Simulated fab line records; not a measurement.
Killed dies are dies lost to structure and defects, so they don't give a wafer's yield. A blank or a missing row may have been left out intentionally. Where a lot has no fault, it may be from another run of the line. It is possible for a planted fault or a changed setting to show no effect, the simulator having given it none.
Split-lot experiment ; flow n5_finfet ; 39 wafers read from 7 lots, route of 1938 steps

== THE SPLIT ==
At N5_ZERO_LAYER_DEVELOP_10 (develop time 60 s), the setting develop_time_s was moved away from the recipe's 60 s on 15 of the 39 wafers read, by -53.2% to +23.3%. For the rest of the wafers, this setting stayed at what the recipe calls for.

== FROM SPLIT TO READING: 1 step shown by the file between the two ==
- N5_ZERO_LAYER_HARDBAKE_23: time 120 s

== THE READING ==
Shown in nm: cd_nm at N5_ZERO_LAYER_CD_MEAS_11, with target cd 2000 nm. A value of 2000.7 nm with a standard deviation of 1.9 nm is what fault-free wafers of this fab line usually give.

wafer;tool, chamber at the split;develop_time_s as run, s;against the recipe;cd_nm, nm;against lot-mates on the recipe
L076.2;litho_track-03, 0;60;recipe;2000.7;-
L076.3;litho_track-03, 0;60;recipe;2002.6;-
L076.5;litho_track-03, 0;60;recipe;2002.7;-
L080.1;litho_track-04, 0;47.43;-21.0%;1991.8;-8.1
L080.2;litho_track-04, 0;47.43;-21.0%;1994.5;-5.4
L080.3;litho_track-04, 0;60;recipe;2001.3;-
L080.4;litho_track-04, 0;60;recipe;1998.1;-
L080.5;litho_track-04, 0;47.43;-21.0%;1994.3;-5.6
L080.6;litho_track-04, 0;60;recipe;2000.3;-
L083.1;litho_track-04, 0;44.03;-26.6%;1990.7;-9.1
L083.2;litho_track-04, 0;44.03;-26.6%;1992.4;-7.4
L083.3;litho_track-04, 0;60;recipe;2001.5;-
L083.4;litho_track-04, 0;60;recipe;1996.5;-
L083.5;litho_track-04, 0;44.03;-26.6%;1992.8;-7.0
L083.6;litho_track-04, 0;60;recipe;2001.3;-
L085.1;litho_track-04, 0;73.95;+23.3%;1999.8;+1.6
L085.2;litho_track-04, 0;60;recipe;1997.4;-
L085.3;litho_track-04, 0;73.95;+23.3%;2003.8;+5.6
L085.4;litho_track-04, 0;60;recipe;1998.9;-
L085.5;litho_track-04, 0;60;recipe;1998.2;-
L085.6;litho_track-04, 0;73.95;+23.3%;1999.9;+1.7
L090.1;litho_track-04, 0;60;recipe;2002.5;-
L090.2;litho_track-04, 0;60;recipe;1999.1;-
L090.3;litho_track-04, 0;60;recipe;2000.1;-
L090.4;litho_track-04, 0;60;recipe;2001.9;-
L090.5;litho_track-04, 0;60;recipe;2001.4;-
L090.6;litho_track-04, 0;60;recipe;2001.1;-
L091.1;litho_track-02, 0;60;recipe;1998.8;-
L091.2;litho_track-02, 0;38.75;-35.4%;1992.5;-8.4
L091.3;litho_track-02, 0;60;recipe;2002.7;-
L091.4;litho_track-02, 0;38.75;-35.4%;1991.7;-9.2
L091.5;litho_track-02, 0;38.75;-35.4%;1991.5;-9.4
L091.6;litho_track-02, 0;60;recipe;2001.3;-
L092.1;litho_track-02, 0;60;recipe;2000.8;-
L092.2;litho_track-02, 0;28.11;-53.2%;1985.7;-16.1
L092.3;litho_track-02, 0;60;recipe;2001.1;-
L092.4;litho_track-02, 0;28.11;-53.2%;1985.2;-16.6
L092.5;litho_track-02, 0;28.11;-53.2%;1984.7;-17.1
L092.6;litho_track-02, 0;60;recipe;2003.5;-

THE FIT
A straight line over all 39 wafers: cd_nm changes by +0.246 nm for each +1% of develop_time_s; r = +0.91; the points scatter about the line by 2.2 nm.
The same after taking each lot's own level away (the mean of its wafers on the recipe; 39 wafers): +0.27 nm for each +1%; r = +0.95; scatter 1.7 nm.
Per that fit: largest develop_time_s move, reading shift of 14 nm.
Across the lots, their own levels run from 1998.17 to 2002.00 nm, a range of 2.0 times the standard deviation given above.
The two slopes are in agreement: the lot-to-lot level therefore moves the slope only a little.
Check: for one of the wafers moved furthest among these (-53.2%), held out of the fit, the line's prediction against its lot-mates is -14.6 nm. It came out at -16.1 nm against them.

== OTHER SPLITS ON THESE WAFERS ==
These wafers also went through other splits before the reading. Each is held against what the fit with the lots' levels taken away leaves over:
other split on the same wafers;wafers away from the commonest value;r with cd_nm (lot level and that fit taken away)
N5_ZERO_LAYER_PECVD_02 time_s;18;+0.09

== THE WHOLE CHAIN: every reading that the file lists as answering this split, in the file's order ==
step;what it does;reading;change (the file's fit);r (the file's)
N5_ZERO_LAYER_CD_MEAS_11;target cd 2000 nm;cd_nm;+0.279 nm for each +1% of the setting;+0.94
N5_ZERO_LAYER_DESCUM_16;chemistry O2, time 7.9 s;ZERO_LAYER.cd_nm (the simulator's own value, which no gauge read);+0.283 nm for each +1% of the setting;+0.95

== THE FILE'S OWN FIT ==
cd_nm changes by +0.279 nm for each +1% of develop_time_s, r = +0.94.
